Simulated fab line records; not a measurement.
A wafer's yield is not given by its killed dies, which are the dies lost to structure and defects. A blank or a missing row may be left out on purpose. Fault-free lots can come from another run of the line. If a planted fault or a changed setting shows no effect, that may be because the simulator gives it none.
Which tool did it? ; flow n5Finfet ; 23 wafers from 8 lots sampled at 6 of the route's 1938 steps

== WHAT EACH GAUGE READ, for each wafer ==
N5_STI_FIN_REVEAL_FIN_H_MEAS_10. Usual: 52.2 nm for trenchDepthNm, sd 0.64.
lot;measured;on;trenchDepthNm (nm);flag
L481;day 2 13:11;ocd-02;51.2 51.2 51.0;
L484;day 3 07:56;ocd-01;52.7 52.5;
L486;day 3 19:22;ocd-01;52.4 52.0 52.5;
L491;day 5 02:48;ocd-02;53.1 46.8 47.2;OFF
L500;day 7 10:17;ocd-01;51.9 51.8 51.9;
L501;day 7 13:59;ocd-01;52.6 51.9 51.7;
L503;day 8 02:52;ocd-02;52.4 52.2 52.5;
L504;day 8 06:56;ocd-01;52.1 52.1 52.3;

N5_BEOL_M4_RC_MEAS_101. Usual: DIBL_N 35.9 mV/V, standard deviation 1.6; DIBL_P 35.6 mV/V, standard deviation 2.1; IOFF_N 0.149 nA/um, standard deviation 0.029; IOFF_N_85C 2.9 nA/um, standard deviation 0.47; IOFF_N_LIN 0.070 nA/um, standard deviation 0.012; IOFF_P 0.20 nA/um, standard deviation 0.033; IOFF_P_85C 3.5 nA/um, standard deviation 0.49; IOFF_P_LIN 0.095 nA/um, standard deviation 0.013; ION_N 671 uA/um, standard deviation 11; ION_P 460 uA/um, standard deviation 7.3; REXT_P 100.9 ohm.um, standard deviation 2.6; SS_N 71.4 mV/dec, standard deviation 0.62; SS_P 73.2 mV/dec, standard deviation 0.65; VT_N 251 mV, standard deviation 3.1; VT_P -251 mV, standard deviation 3.4.
lot;measured;on;DIBL_N (mV/V);DIBL_P (mV/V);IOFF_N (nA/um);IOFF_N_85C (nA/um);IOFF_N_LIN (nA/um);IOFF_P (nA/um);IOFF_P_85C (nA/um);IOFF_P_LIN (nA/um);ION_N (uA/um);ION_P (uA/um);REXT_P (ohm.um);SS_N (mV/dec);SS_P (mV/dec);VT_N (mV);VT_P (mV);flag
L481;day 7 21:37;prober-02;35.4 34.5 34.0;33.8 34.4 34.4;0.133 0.124 0.116;2.7 2.5 2.4;0.059 0.059 0.057;0.15 0.15 0.16;2.8 2.9 2.9;0.075 0.076 0.078;662 656 655;445 451 453;99.7 99.8 98.3;70.8 70.5 69.8;72.5 72.7 72.6;251 254 254;-258 -256 -257;
L484;day 8 14:39;prober-02;35.5 34.7;36.8 35.0;0.138 0.136;2.7 2.7;0.066 0.064;0.18 0.16;3.2 2.9;0.087 0.077;668 668;454 452;103.0 104.6;71.2 71.5;73.5 72.3;251 253;-256 -256;
L486;day 9 07:43;prober-02;35.4 34.4 36.6;33.4 31.4 34.7;0.133 0.114 0.152;2.7 2.3 3.0;0.063 0.056 0.071;0.18 0.15 0.19;3.2 2.8 3.3;0.090 0.080 0.093;668 664 677;459 456 459;100.8 101.0 101.3;70.8 71.0 71.3;72.8 72.5 73.8;251 254 250;-251 -254 -251;
L491;day 10 14:43;prober-01;36.8 59.0 53.4;37.4 54.4 47.6;0.169 3.071 1.731;3.1 36.1 22.3;0.077 0.165 0.134;0.20 2.56 1.07;3.4 29.5 14.3;0.094 0.204 0.157;676 624 624;460 423 425;103.0 110.6 110.4;71.2 100.6 92.3;72.9 95.7 86.0;247 246 245;-252 -247 -249;OFF
L500;day 12 17:01;prober-02;35.2 34.2 35.3;34.6 32.9 34.5;0.132 0.123 0.137;2.6 2.5 2.7;0.063 0.059 0.063;0.20 0.18 0.19;3.4 3.1 3.4;0.096 0.091 0.096;664 653 656;459 455 454;99.3 99.1 99.8;71.1 71.3 71.7;73.1 72.2 72.8;252 254 253;-249 -251 -250;
L501;day 12 19:22;prober-01;35.7 33.7 36.3;34.9 32.6 35.9;0.132 0.110 0.150;2.6 2.2 2.9;0.063 0.053 0.066;0.20 0.17 0.21;3.6 3.1 3.7;0.100 0.089 0.101;672 651 664;465 454 453;97.3 97.3 97.7;72.0 70.9 71.7;73.4 72.2 73.2;254 254 252;-250 -249 -248;
L503;day 13 12:37;prober-02;36.8 38.7 39.1;35.2 38.1 38.4;0.157 0.199 0.213;3.1 3.8 4.0;0.073 0.090 0.095;0.21 0.26 0.27;3.5 4.4 4.4;0.098 0.119 0.118;681 683 697;468 467 475;98.7 100.2 99.7;70.7 71.9 72.5;73.0 73.8 74.2;253 245 244;-250 -244 -248;
L504;day 13 15:45;prober-02;34.6 34.9 35.7;34.7 33.6 34.8;0.133 0.135 0.154;2.7 2.7 3.0;0.065 0.064 0.071;0.19 0.16 0.19;3.4 3.0 3.4;0.091 0.082 0.091;665 679 681;458 461 459;103.0 105.2 104.1;71.8 71.3 71.5;72.8 72.4 73.6;251 252 250;-251 -253 -249;

== TOOL THAT RAN EACH LOT (tool first, then ch and the chambers of the sampled wafers, then the start) ==
lot;N5_FIN_CUT_DESCUM_13;N5_FIN_CUT_STRIP_22;N5_STI_FIN_REVEAL_ALD_14;N5_STI_FIN_REVEAL_ETCHBACK_08
L481;rieDiel-04 ch 0,1, day 2 03:21;rieDiel-04 ch 0,3, day 2 04:06;aldSin-01 ch 2,3, day 2 04:21;rieDiel-06 ch 2,3, day 2 10:13
L484;rieDiel-01 ch 3, day 2 21:17;rieDiel-04 ch 0,1, day 2 22:04;aldSin-01 ch 1,2, day 2 22:20;rieDiel-05 ch 2, day 3 04:39
L486;rieDiel-04 ch 0,1,2, day 3 09:06;rieDiel-01 ch 1,3, day 3 10:02;aldSin-04 ch 1,3, day 3 10:37;rieDiel-05 ch 1,2,3, day 3 16:25
L491;rieDiel-01 ch 0,2,3, day 4 15:23;rieDiel-01 ch 1,2, day 4 16:08;aldSin-01 ch 0,1, day 4 17:58;rieDiel-05 ch 0,2,3, day 4 23:38
L500;rieDiel-01 ch 0,2,3, day 6 22:16;rieDiel-01 ch 0,2,3, day 6 23:01;aldSin-01 ch 0,1,3, day 7 01:31;rieDiel-02 ch 1,2,3, day 7 07:19
L501;rieDiel-04 ch 0,1,2, day 7 04:16;rieDiel-03 ch 1,2,3, day 7 05:05;aldSin-04 ch 0,2,3, day 7 05:25;rieDiel-02 ch 0,1,2, day 7 11:02
L503;rieDiel-04 ch 0,3, day 7 16:26;rieDiel-03 ch 0,2,3, day 7 17:32;aldSin-03 ch 0,1,2, day 7 17:47;rieDiel-06 ch 2,3, day 7 23:54
L504;rieDiel-04 ch 0,2,3, day 7 21:16;rieDiel-01 ch 0,1, day 7 22:01;aldSin-01 ch 0,3, day 7 22:16;rieDiel-05 ch 0,2,3, day 8 03:58
- N5_FIN_CUT_DESCUM_13: chemistry O2, time 7 s.
- N5_FIN_CUT_STRIP_22: strips in N2/H2.
- N5_STI_FIN_REVEAL_ALD_14: deposits Si3N4, target thk 3 nm.
- N5_STI_FIN_REVEAL_ETCHBACK_08: etches SiO2 in C4F6/O2, target depth 30.5 nm, time 10.167 s.

== AS READ BY THE TOOLS THEMSELVES (means over the sampled wafers that have a number; for cases with no such wafer, the mark the record gives instead) ==
N5_FIN_CUT_DESCUM_13. Usual: drypumpMotorCurrentA 5.6 A, standard deviation 0.48; oesProductAu 0.74 a.u., standard deviation 0.047; rfVppV 243.0 V, standard deviation 1.3; showerheadPlenumPTorr 2.10 Torr, standard deviation 0.067; throttleValvePct 20.55 %, standard deviation 0.28.
lot;tool;drypumpMotorCurrentA (A);oesProductAu (a.u.);rfVppV (V);showerheadPlenumPTorr (Torr);throttleValvePct (%);flag
L481;rieDiel-04;5.6;0.72;243.0;2.05;20.55;
L484;rieDiel-01;5.8;0.76;241.6;2.03;20.45;
L486;rieDiel-04;5.5;0.73;242.8;2.09;20.43;
L491;rieDiel-01;5.8;0.73;243.3;2.10;20.67;
L500;rieDiel-01;5.8;0.72;242.7;2.10;20.68;
L501;rieDiel-04;5.5;0.71;242.8;2.08;20.48;
L503;rieDiel-04;5.1;0.70;241.3;2.03;20.79;
L504;rieDiel-04;5.4;0.72;242.9;2.09;20.61;

N5_FIN_CUT_STRIP_22. Usual: drypumpMotorCurrentA 5.7 A, standard deviation 0.41; oesProductAu 0.75 a.u., standard deviation 0.061; rfVppV 54.3 V, standard deviation 2.2; showerheadPlenumPTorr 3.37 Torr, standard deviation 0.1; throttleValvePct 19.0 %, standard deviation 0.36.
lot;tool;drypumpMotorCurrentA (A);oesProductAu (a.u.);rfVppV (V);showerheadPlenumPTorr (Torr);throttleValvePct (%);flag
L481;rieDiel-04;5.5;0.74;53.5;3.30;19.3;
L484;rieDiel-04;5.4;0.72;53.9;3.27;19.4;
L486;rieDiel-01;5.9;0.89;55.3;3.36;18.6;
L491;rieDiel-01;6.1;0.87;52.7;3.40;18.7;
L500;rieDiel-01;5.8;0.71;55.5;3.34;19.0;
L501;rieDiel-03;5.5;0.75;53.9;3.34;19.0;
L503;rieDiel-03;5.5;0.73;56.3;3.40;19.0;
L504;rieDiel-01;5.8;0.82;54.4;3.41;18.8;

N5_STI_FIN_REVEAL_ALD_14. Usual: 813 W for heaterPowerW, sd 79.
lot;tool;heaterPowerW (W);flag
L481;aldSin-01;794;
L484;aldSin-01;776;
L486;aldSin-04;860;
L491;aldSin-01;791;
L500;aldSin-01;809;
L501;aldSin-04;876;
L503;aldSin-03;729;
L504;aldSin-01;852;

N5_STI_FIN_REVEAL_ETCHBACK_08. Usual: drypumpMotorCurrentA 5.7 A, standard deviation 0.48; oesProductAu 0.80 a.u., standard deviation 0.063; rfVppV 662 V, standard deviation 15; showerheadPlenumPTorr 2.91 Torr, standard deviation 0.051; throttleValvePct 21.21 %, standard deviation 0.27.
lot;tool;drypumpMotorCurrentA (A);oesProductAu (a.u.);rfVppV (V);showerheadPlenumPTorr (Torr);throttleValvePct (%);flag
L481;rieDiel-06;5.6;0.85;655;2.90;21.14;
L484;rieDiel-05;4.9;0.77;680;2.95;20.77;
L486;rieDiel-05;5.5;0.85;673;2.95;20.98;
L491;rieDiel-05;5.3;0.81;672;2.94;21.05;
L500;rieDiel-02;5.8;0.73;647;2.85;21.39;
L501;rieDiel-02;6.0;0.76;655;2.89;21.28;
L503;rieDiel-06;5.6;0.82;664;2.89;21.33;
L504;rieDiel-05;5.3;0.78;670;2.93;21.10;

== THE ANSWER, worked out from the rows above alone ==
Rule: a lot counts as off when the mean over its wafers that have a number is more than 3 standard deviations away from the usual mean. A lot without any number at a reading at which 4 lots or more have one is off too. The other lots that the step has rows for count as sound. Order of review: gauges by route order, followed by the tools' own readings, for which a lot's mean as printed above is used. At the first step where some lot is off, the reading lying furthest off is the one used; lots without a number count as furthest.
Off: L491, at N5_STI_FIN_REVEAL_FIN_H_MEAS_10 (trenchDepthNm).
A tool fits if, at a process step before that reading, it ran every lot that is off, and no sound lot after the first of them. Not tried: the gauges at N5_STI_FIN_REVEAL_FIN_H_MEAS_10; whatever is off there is also off at N5_BEOL_M4_RC_MEAS_101, on other tools, and gauge error can't account for it. No candidate that was tried fits.

== WHAT THE SIMULATOR HAD INSERTED ==
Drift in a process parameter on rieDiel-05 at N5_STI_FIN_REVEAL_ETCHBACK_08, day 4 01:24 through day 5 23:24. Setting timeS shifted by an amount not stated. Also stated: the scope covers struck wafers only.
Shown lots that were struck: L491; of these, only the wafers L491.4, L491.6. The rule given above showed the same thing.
